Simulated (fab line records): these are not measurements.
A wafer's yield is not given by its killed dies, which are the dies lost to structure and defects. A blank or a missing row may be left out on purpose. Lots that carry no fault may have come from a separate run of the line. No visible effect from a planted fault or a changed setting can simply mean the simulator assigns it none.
Which tool is to blame? -- flow n5_finfet -- Sampling: 12 lots, 36 wafers, 6 of 1938 route steps

WHAT THE GAUGES READ, wafer by wafer
N5_BEOL_M3_THK_MEAS_01.
lot,measured,on,M3_ILD_THK (nm)
L075,day 7 10:47,film_metro-02,77.9 78.8 79.6
L077,day 7 14:19,film_metro-01,78.1 78.2 78.0
L079,day 8 01:20,film_metro-01,78.5 77.1 78.7
L081,day 8 22:52,film_metro-01,78.5 79.6 79.6
L083,day 9 07:05,film_metro-01,77.9 79.8 78.9
L085,day 10 04:20,film_metro-02,78.8 80.2 79.7
L088,day 10 14:59,film_metro-01,78.4 80.8 80.8
L089,day 10 17:29,film_metro-02,78.1 77.7 78.3
L091,day 11 07:11,film_metro-01,78.2 79.7 79.5
L093,day 11 18:52,film_metro-02,78.9 79.6 79.2
L096,day 12 14:31,film_metro-01,78.3 78.9 79.0
L097,day 13 04:41,film_metro-02,78.9 79.4 78.0

WHAT TOOL EACH LOT RAN ON (gives the tool, then ch and the chambers of the sampled wafers, and finally the start)
lot,N5_BEOL_M1_ANNEAL_93,N5_BEOL_M2_ETCH_69,N5_BEOL_M2_ANNEAL_82,N5_BEOL_M2_ANNEAL_87,N5_BEOL_M2_ANNEAL_91
L075,"pvd_sputter-01, day 6 21:19","rie_diel-06 ch 1,2,3, day 7 00:34","pvd_sputter-01, day 7 08:18","pvd_sputter-01, day 7 08:31","pvd_sputter-01, day 7 08:58"
L077,"pvd_sputter-02, day 7 00:43","rie_diel-06 ch 0,1,3, day 7 06:55","pvd_sputter-03, day 7 11:54","pvd_sputter-03, day 7 12:07","pvd_sputter-03, day 7 12:34"
L079,"pvd_sputter-02, day 7 16:46","rie_diel-01 ch 0,2,3, day 7 20:26","pvd_sputter-02, day 7 22:56","pvd_sputter-02, day 7 23:09","pvd_sputter-02, day 7 23:35"
L081,"pvd_sputter-02, day 8 07:45","rie_diel-01 ch 2,3, day 8 11:29","pvd_sputter-01, day 8 20:25","pvd_sputter-01, day 8 20:38","pvd_sputter-01, day 8 21:05"
L083,"pvd_sputter-02, day 8 18:05","rie_diel-06 ch 0,1,2, day 9 00:03","pvd_sputter-01, day 9 04:36","pvd_sputter-01, day 9 04:49","pvd_sputter-01, day 9 05:16"
L085,"pvd_sputter-03, day 9 14:57","rie_diel-01 ch 0,1,3, day 9 19:10","pvd_sputter-02, day 10 01:48","pvd_sputter-02, day 10 02:01","pvd_sputter-02, day 10 02:28"
L088,"pvd_sputter-01, day 10 02:31","rie_diel-02 ch 1,3, day 10 06:35","pvd_sputter-02, day 10 12:25","pvd_sputter-02, day 10 12:38","pvd_sputter-02, day 10 13:04"
L089,"pvd_sputter-03, day 10 05:22","rie_diel-02 ch 2,3, day 10 11:11","pvd_sputter-01, day 10 15:04","pvd_sputter-01, day 10 15:17","pvd_sputter-01, day 10 15:43"
L091,"pvd_sputter-03, day 10 20:14","rie_diel-01 ch 0,2,3, day 10 23:32","pvd_sputter-02, day 11 04:47","pvd_sputter-02, day 11 05:00","pvd_sputter-02, day 11 05:26"
L093,"pvd_sputter-01, day 11 07:26","rie_diel-01 ch 2,3, day 11 12:50","pvd_sputter-02, day 11 16:26","pvd_sputter-02, day 11 16:40","pvd_sputter-02, day 11 17:06"
L096,"pvd_sputter-01, day 11 20:29","rie_diel-06 ch 0,1,3, day 12 04:16","pvd_sputter-01, day 12 12:06","pvd_sputter-01, day 12 12:19","pvd_sputter-01, day 12 12:46"
L097,"pvd_sputter-01, day 12 17:01","rie_diel-02 ch 1,2,3, day 12 20:57","pvd_sputter-01, day 13 02:16","pvd_sputter-01, day 13 02:29","pvd_sputter-01, day 13 02:55"
- N5_BEOL_M1_ANNEAL_93: time 240 s.
- N5_BEOL_M2_ETCH_69: etches SiARC in CF4, target depth 15.6 nm, time 26 s.
- N5_BEOL_M2_ANNEAL_82: time 240 s.
- N5_BEOL_M2_ANNEAL_87: time 240 s.
- N5_BEOL_M2_ANNEAL_91: time 240 s.

THE ANSWER, worked out from the rows above alone
Rule: the usual values come from the lots themselves. Put in order of their means at a reading, lots are off if they are a third of the lots or fewer, leave a main group of 4 or more, and stand apart from it by a gap of 3 or more times the standard deviation of the main group's means; of several such gaps the widest counts. If all means in a main group match to the digits the tables above print for the reading, that group is not used. Also off: a lot with no number at a reading for which 4 or more lots have one. Where the step has rows for the other lots, those lots are counted as sound.
No lot is off on any of the readings shown, so nothing can be concluded from this.

WHAT THE SIMULATOR PUT IN
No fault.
